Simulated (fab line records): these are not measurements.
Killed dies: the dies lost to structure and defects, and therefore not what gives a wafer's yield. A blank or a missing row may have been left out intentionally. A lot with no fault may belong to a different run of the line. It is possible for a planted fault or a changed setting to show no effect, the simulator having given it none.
fab line records    flow n5-finfet
[record] lots = 7  wafers = 39
route steps=1938 shown BEOL_M7@1329 BEOL_M11@1579 PASSIVATION@1910
start-h: hours from the record's first day to the start of the lot's first wafer shown    wait-h: hours since the lot's step before    " unchanged from the row above    L1.1+2: several wafers, shown together as one row    - no value, or no start was given    * or withheld: withheld    < > ~ a bound
route shown NAME@n: names a module that has steps shown in the file, with the first one's number in the route    usual: mean/standard deviation of fault-free wafers    same: alike in all rows    chamber/n: place in a boat    sites: readings site by site    _std_site: standard deviation of those values    _edge_site: the outer-site mean with the inner-site mean subtracted    radius-mm: for every site, how far away it sits from the centre of the wafer    mask NAME#n: copy n    behind: the most recent tool/chamber to have shaped the wafer    hold: why the lot went on hold/how many hours it stayed there/how the hold came to an end    device: the transistor (n, p or np) that didn't switch    end of line: the same wafers' tests at the end of the route    a step given without rows: its recipe and nothing more    killed: not the wafer's yield, but the dies lost to structure and defects at the first sort    map: dies across one wafer; x = killed, . = not, _ = none there
set.NAME: setting as actually run; set.NAME@STEP: the setting as run at that earlier step    model.NAME: the simulator's own value behind a step, which no gauge read
lots run with intentionally changed settings; tables by step, rows by wafer
[[steps]]
[step N5_BEOL_M7_DEP_56]
[recipe] material = SiCN  target-thk-a = 100  temp-c = withheld  precursor = 3MS/NH3  pressure-torr = 3  rf-w = 202  time-s = 17.5
lot.wafer     tool      chamber  start-h  wait-h  set.time-s  model.SiCN_of_BEOL_M7_DEP_56.thk-nm
L075.1+2      pecvd-04  1,0      209.67   0.0     10.05       5.4
L075.3+4+6    "         0,1,1    "        "       17.5        9.8
L075.5        "         0        "        "       10.05       5.6
L076.1+6      pecvd-04  0        214.23   0.0     17.5        10
L076.2        "         1        "        "       17.5        9.8
L078.1+2      pecvd-04  1,0      222.12   0.0     17.5        9.8
L078.3+4+5+6  "         0,1,0,1  "        "       17.5        10
L079.1+2+6    pecvd-03  0,1,1    224.52   0.0     17.5        9.8
L079.3+4+5    "         2,0,2    "        "       17.5        10
L088.1        pecvd-03  1        284.42   0.0     24.14       13.4
L088.2+6      "         0,2      "        "       17.5        10
L088.3        "         2        "        "       17.5        9.8
L088.4        "         1        "        "       24.14       13.6
L088.5        "         0        "        "       24.14       14
L089.1        pecvd-03  0        286.97   0.0     17.5        9.8
L089.2        "         2        "        "       11.01       6.2
L089.3        "         1        "        "       11.01       6
L089.4+6      "         0,1      "        "       17.5        10
L089.5        "         2        "        "       11.01       6.4
L093.1        pecvd-03  0        313.09   0.0     17.5        9.8
L093.2        "         1        "        "       13.09       7.2
L093.3        "         2        "        "       17.5        10
L093.4+5      "         0,1      "        "       13.09       7.6
L093.6        "         2        "        "       17.5        10.2
[step N5_BEOL_M11_ETCH_41]
[recipe] chemistry = CH3F/O2  target = SiCN  target-depth-a = 426  taper-deg = 2  time-s = 86  ion-energy-ev = 120  mask-material = TiN  pressure-mtorr = 30  source-w = 395  bias-w = 75  Ar_flow_sccm = 150  CH3F_flow_sccm = 30  O2_flow_sccm = 20
lot.wafer  tool         chamber  start-h  wait-h  set.time-s  model.etch.depth-nm
L075.1     rie-diel-02  1        -        -       86          32.32
L075.2     "            0        "        "       44.59       16.41
L075.3     "            2        "        "       86          32.25
L075.4     "            2        "        "       86          32.53
L075.5     "            1        "        "       44.59       16.79
L075.6     "            0        "        "       44.59       16.32
L076.1     rie-diel-02  0        -        -       86          32.02
L076.2     "            1        "        "       86          32.78
L076.6     "            0        "        "       86          31.98
L078.1     rie-diel-04  2        -        -       45.86       17.91
L078.2     "            0        "        "       45.86       17.45
L078.3     "            3        "        "       86          32.75
L078.4     "            1        "        "       45.86       17.94
L078.5     "            0        "        "       86          32.72
L078.6     "            3        "        "       86          32.83
L079.1     rie-diel-02  2        -        -       113.8       42.85
L079.2     "            3        "        "       86          32.95
L079.3     "            0        "        "       113.8       42.49
L079.4     "            1        "        "       113.8       43.21
L079.5     "            0        "        "       86          31.84
L079.6     "            3        "        "       86          32.99
L088.1     rie-diel-04  3        -        -       86          32.33
L088.2     "            1        "        "       111.2       43.35
L088.3     "            0        "        "       111.2       41.78
L088.4     "            2        "        "       86          33.24
L088.5     "            3        "        "       111.2       41.74
L088.6     "            2        "        "       86          32.97
L089.1     rie-diel-04  1        -        -       49.79       19.2
L089.2     "            0        "        "       86          32.31
L089.3     "            3        "        "       49.79       18.83
L089.4     "            2        "        "       49.79       19.43
L089.5     "            2        "        "       86          33.5
L089.6     "            1        "        "       86          33.59
L093.1     rie-diel-02  1        -        -       86          33.11
L093.2     "            2        "        "       86          32.17
L093.3     "            3        "        "       64.34       24.33
L093.4     "            0        "        "       64.34       23.67
L093.5     "            2        "        "       64.34       23.96
L093.6     "            3        "        "       86          32.45
[step N5_PASSIVATION_ETCH_59]
[recipe] chemistry = Cl2/BCl3  target = TaN  target-depth-a = 650  time-s = 34.9  ion-energy-ev = 100  pressure-mtorr = 10  icp-w = 900  bias-w = 100  Cl2_flow_sccm = 60  bcl3-flow-sccm = 30
lot.wafer  tool          chamber  start-h  wait-h  set.time-s  model.etch.depth-nm
L075.1     rie-metal-03  1        291.71   0.3     14.53       27.25
L075.2     "             0        "        "       34.9        65.63
L075.3     "             1        "        "       34.9        65.98
L075.4     "             0        "        "       14.53       27.08
L075.5     "             1        "        "       34.9        65.62
L075.6     "             0        "        "       14.53       27.3
L076.1     rie-metal-02  0        291.97   0.3     34.9        66.16
L076.2     "             1        "        "       34.9        65.51
L076.6     "             1        "        "       34.9        65.19
L078.1     rie-metal-01  1        295.30   0.3     34.9        63.52
L078.2     "             0        "        "       34.9        64.82
L078.3     "             1        "        "       34.9        63.7
L078.4     "             0        "        "       34.9        65.33
L078.5     "             0        "        "       34.9        64.92
L078.6     "             1        "        "       34.9        63.97
L079.1     rie-metal-02  0        295.79   0.3     34.9        66.87
L079.2     "             1        "        "       27.72       52.41
L079.3     "             1        "        "       27.72       52.25
L079.4     "             0        "        "       27.72       53.41
L079.5     "             1        "        "       34.9        66.14
L079.6     "             0        "        "       34.9        66.59
L088.1     rie-metal-02  0        343.55   0.3     34.9        65.78
L088.2     "             1        "        "       26.05       48.92
L088.3     "             1        "        "       34.9        65.24
L088.4     "             0        "        "       26.05       49.17
L088.5     "             1        "        "       26.05       48.67
L088.6     "             0        "        "       34.9        65.91
L089.1     rie-metal-03  1        358.44   0.3     53.16       99.65
L089.2     "             0        "        "       53.16       98.17
L089.3     "             1        "        "       34.9        65.75
L089.4     "             0        "        "       53.16       99.83
L089.5     "             0        "        "       34.9        65.25
L089.6     "             1        "        "       34.9        65.53
L093.1     rie-metal-02  0        395.35   0.3     34.9        66.27
L093.2     "             1        "        "       24.71       46.63
L093.3     "             1        "        "       24.71       46.4
L093.4     "             0        "        "       34.9        66.17
L093.5     "             1        "        "       34.9        65.25
L093.6     "             0        "        "       24.71       46.87
[step N5_PASSIVATION_ETCH_54]
[recipe] chemistry = CHF3/O2  target = SiO2  target-depth-a = 8800  CHF3_flow_sccm = 50  O2_flow_sccm = 5  Ar_flow_sccm = 200  time-s = 440  mask-material = PR  pressure-mtorr = 30  source-w = 650  bias-w = 170  ion-energy-ev = 200
lot.wafer  tool         chamber  start-h  wait-h  set.target-depth-a  model.PASSIVATION.feature-depth-nm  model.etch.depth-nm
L075.1     rie-diel-05  3        294.24   0.1     8800                857.2                               857.1
L075.2     "            1        "        "       8800                869                                 869
L075.3     "            2        "        "       8800                854.2                               854.2
L075.4     "            0        "        "       8800                893.4                               893.5
L075.5     "            3        "        "       8800                857                                 857
L075.6     "            2        "        "       8800                854.6                               854.6
L076.1     rie-diel-03  3        294.49   0.1     8800                872.4                               872.4
L076.2     "            2        "        "       8800                851.2                               851.1
L076.6     "            2        "        "       8800                849.4                               849.4
L078.1     rie-diel-05  1        296.81   0.1     8800                875                                 875.1
L078.2     "            3        "        "       13110               1281                                1281
L078.3     "            0        "        "       8800                895.4                               895.4
L078.4     "            2        "        "       8800                867.6                               867.6
L078.5     "            2        "        "       13110               1290                                1290
L078.6     "            3        "        "       13110               1274                                1274
L079.1     rie-diel-05  0        297.68   0.1     8800                898.6                               898.6
L079.2     "            2        "        "       8800                877.8                               877.8
L079.3     "            3        "        "       8800                867.6                               867.5
L079.4     "            1        "        "       8800                889                                 889
L079.5     "            3        "        "       8800                869                                 869
L079.6     "            0        "        "       8800                910.2                               910.2
L088.1     rie-diel-05  0        345.78   0.5     3569                359                                 359.1
L088.2     "            1        "        "       3569                356.4                               356.5
L088.3     "            3        "        "       8800                862.8                               862.8
L088.4     "            3        "        "       8800                858.6                               858.5
L088.5     "            1        "        "       3569                357.2                               357.1
L088.6     "            0        "        "       8800                891.6                               891.6
L089.1     rie-diel-03  1        359.95   0.1     6690                658                                 658
L089.2     "            0        "        "       6690                660.4                               660.4
L089.3     "            2        "        "       8800                884                                 884
L089.4     "            3        "        "       8800                862.2                               862.1
L089.5     "            0        "        "       6690                658.4                               658.5
L089.6     "            1        "        "       8800                863.8                               863.9
L093.1     rie-diel-03  1        396.86   0.1     8800                863.8                               863.9
L093.2     "            2        "        "       8800                878.8                               878.8
L093.3     "            3        "        "       8800                857.6                               857.6
L093.4     "            0        "        "       8800                864.8                               864.8
L093.5     "            0        "        "       8800                873                                 873.1
L093.6     "            1        "        "       8800                861.6                               861.7
[[key]]
[split] step = N5_BEOL_M7_DEP_56  setting = time-s  stated = 17.5  by = wafer
[response] step = N5_BEOL_M7_DEP_56  reading = model.SiCN_of_BEOL_M7_DEP_56.thk-nm  change = +0.1  per = 1%  r = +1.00
[split] step = N5_BEOL_M11_ETCH_41  setting = time-s  stated = 86  by = wafer
[response] step = N5_BEOL_M11_ETCH_41  reading = model.etch.depth-nm  change = +0.327  per = 1%  r = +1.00
[split] step = N5_PASSIVATION_ETCH_59  setting = time-s  stated = 34.9  by = wafer
[response] step = N5_PASSIVATION_ETCH_59  reading = model.etch.depth-nm  change = +0.655  per = 1%  r = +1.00
[split] step = N5_PASSIVATION_ETCH_54  setting = target-depth-a  stated = 8800  by = wafer
[response] step = N5_PASSIVATION_ETCH_54  reading = model.PASSIVATION.feature-depth-nm  change = +8.5  per = 1%  r = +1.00
[response] step = N5_PASSIVATION_ETCH_54  reading = model.etch.depth-nm  change = +8.5  per = 1%  r = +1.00
